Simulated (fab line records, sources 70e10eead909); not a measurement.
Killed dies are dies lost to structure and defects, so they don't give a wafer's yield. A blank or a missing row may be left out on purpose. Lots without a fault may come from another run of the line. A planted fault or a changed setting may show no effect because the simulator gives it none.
Chamber matching | flow nand_harc | NHARC_A_BLC_STRIP_29 on rie_diel-13: 4 sister chambers
The step strips in CF4. 14 wafers are shown with their chamber, then 7 later ones without.

WAFERS WITH THEIR CHAMBER
wafer  | chamber | rf_vpp_V (V) | oes_product_au (a.u.) | throttle_valve_pct (%)
L077.1 | 2       | 58.1         | 0.989                 | 13.272
L077.2 | 1       | 58.8         | 1.001                 | 13.279
L077.5 | 3       | 59.0         | 0.995                 | 13.275
L080.2 | 3       | 58.4         | 0.994                 | 13.291
L080.3 | 1       | 58.8         | 1.001                 | 13.280
L080.5 | 0       | 59.4         | 1.001                 | 13.273
L082.2 | 3       | 59.4         | 0.996                 | 13.282
L082.5 | 3       | 59.5         | 0.987                 | 13.299
L082.6 | 0       | 59.2         | 0.994                 | 13.280
L087.1 | 3       | 58.0         | 0.980                 | 13.271
L087.2 | 2       | 58.7         | 0.995                 | 13.292
L087.6 | 2       | 59.2         | 0.987                 | 13.303
L089.1 | 1       | 58.5         | 0.985                 | 13.287
L089.2 | 2       | 58.9         | 0.992                 | 13.272

SIGNATURES (means of the wafers above)
reading            | chamber 0 | chamber 1 | chamber 2 | chamber 3 | scatter within a chamber
rf_vpp_V           | 59.300    | 58.700    | 58.725    | 58.860    | 0.49
oes_product_au     | 0.99750   | 0.99567   | 0.99075   | 0.99040   | 0.00646
throttle_valve_pct | 13.27650  | 13.28200  | 13.28475  | 13.28360  | 0.0114
Rule: a wafer's distance from a chamber is the root of the sum, over the readings, of the square of ((its reading less the chamber's mean) divided by the reading's scatter). The wafer belongs to the nearest chamber; if the next one is less than 2 further off, it can't be placed. The scatter: the root of (the sum of the squares of (reading less its chamber's mean) over the shown wafers, divided by (wafers less chambers)).

WAFERS WITHOUT THEIR CHAMBER
wafer  | rf_vpp_V (V) | oes_product_au (a.u.) | throttle_valve_pct (%)
L089.5 | 59.9         | 0.997                 | 13.282
L094.1 | 58.4         | 0.983                 | 13.284
L094.4 | 59.6         | 1.015                 | 13.284
L094.5 | 59.7         | 0.994                 | 13.289
L095.1 | 60.2         | 1.000                 | 13.287
L095.4 | 58.8         | 1.001                 | 13.274
L095.5 | 59.8         | 1.004                 | 13.274

WHICH CHAMBER EACH WENT THROUGH
wafer  | from the rows above               | in truth
L089.5 | can't be placed: 0 or 3 or 1 or 2 | 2
L094.1 | can't be placed: 2 or 3 or 1 or 0 | 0
L094.4 | can't be placed: 0 or 1 or 3 or 2 | 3
L094.5 | can't be placed: 0 or 3 or 2 or 1 | 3
L095.1 | can't be placed: 0 or 3 or 1 or 2 | 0
L095.4 | can't be placed: 1 or 0 or 3 or 2 | 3
L095.5 | can't be placed: 0 or 1 or 3 or 2 | 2
Placed correctly: 0 of 7. Can't be placed from these rows: 7 (the true chamber is among the candidates in 7). Placed wrongly: 0.
